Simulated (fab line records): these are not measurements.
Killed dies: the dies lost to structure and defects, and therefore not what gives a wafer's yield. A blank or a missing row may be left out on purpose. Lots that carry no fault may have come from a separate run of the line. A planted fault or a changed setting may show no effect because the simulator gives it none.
Matching of chambers / flow n5_finfet / 4 sister chambers for N5_BEOL_M1_STRIP_66 on rie_diel-05
The step strips in CF4. 8 wafers are shown with their chamber, then 12 later ones without.

WAFERS, EACH WITH ITS CHAMBER
wafer=L080.6; chamber=1; throttle_valve_pct (%)=13.5; oes_product_au (a.u.)=0.70
wafer=L081.5; chamber=2; throttle_valve_pct (%)=13.5; oes_product_au (a.u.)=0.66
wafer=L082.1; chamber=1; throttle_valve_pct (%)=13.6; oes_product_au (a.u.)=0.70
wafer=L089.4; chamber=0; throttle_valve_pct (%)=13.1; oes_product_au (a.u.)=0.86
wafer=L089.5; chamber=2; throttle_valve_pct (%)=13.5; oes_product_au (a.u.)=0.65
wafer=L090.3; chamber=3; throttle_valve_pct (%)=12.8; oes_product_au (a.u.)=0.96
wafer=L090.5; chamber=3; throttle_valve_pct (%)=12.9; oes_product_au (a.u.)=0.96
wafer=L090.6; chamber=0; throttle_valve_pct (%)=13.1; oes_product_au (a.u.)=0.86

WAFERS MISSING THEIR CHAMBER
wafer=L091.1; throttle_valve_pct (%)=12.9; oes_product_au (a.u.)=0.95
wafer=L091.4; throttle_valve_pct (%)=13.1; oes_product_au (a.u.)=0.85
wafer=L091.5; throttle_valve_pct (%)=12.9; oes_product_au (a.u.)=0.95
wafer=L093.2; throttle_valve_pct (%)=13.1; oes_product_au (a.u.)=0.85
wafer=L093.4; throttle_valve_pct (%)=13.6; oes_product_au (a.u.)=0.65
wafer=L093.6; throttle_valve_pct (%)=12.9; oes_product_au (a.u.)=0.94
wafer=L095.1; throttle_valve_pct (%)=12.9; oes_product_au (a.u.)=0.92
wafer=L095.5; throttle_valve_pct (%)=13.1; oes_product_au (a.u.)=0.85
wafer=L095.6; throttle_valve_pct (%)=13.0; oes_product_au (a.u.)=0.98
wafer=L096.1; throttle_valve_pct (%)=13.0; oes_product_au (a.u.)=0.95
wafer=L096.2; throttle_valve_pct (%)=13.1; oes_product_au (a.u.)=0.84
wafer=L096.6; throttle_valve_pct (%)=12.9; oes_product_au (a.u.)=0.92

THE CHAMBER EACH PASSED THROUGH
wafer=L091.1; from the rows above=3; in truth=3
wafer=L091.4; from the rows above=0; in truth=0
wafer=L091.5; from the rows above=3; in truth=3
wafer=L093.2; from the rows above=0; in truth=0
wafer=L093.4; from the rows above=2; in truth=2
wafer=L093.6; from the rows above=3; in truth=3
wafer=L095.1; from the rows above=3; in truth=3
wafer=L095.5; from the rows above=0; in truth=0
wafer=L095.6; from the rows above=3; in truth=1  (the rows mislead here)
wafer=L096.1; from the rows above=3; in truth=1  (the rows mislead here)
wafer=L096.2; from the rows above=0; in truth=0
wafer=L096.6; from the rows above=3; in truth=3
Correct placement for 10 of the 12. Not placeable from these rows: 0. Number placed wrongly: 2.
How it was worked out, from the rows above alone: a wafer's distance from a chamber is the root of the sum, over the readings, of the square of ((its reading less the chamber's mean) divided by the reading's scatter). If the next closest chamber is less than 2 further off than the closest, the wafer can't be placed; otherwise it belongs to the closest. A chamber's mean is the mean of its shown wafers. The scatter is the square root of a quotient: the sum, over the shown wafers, of each reading's squared deviation from its chamber's mean, divided by wafers minus chambers.
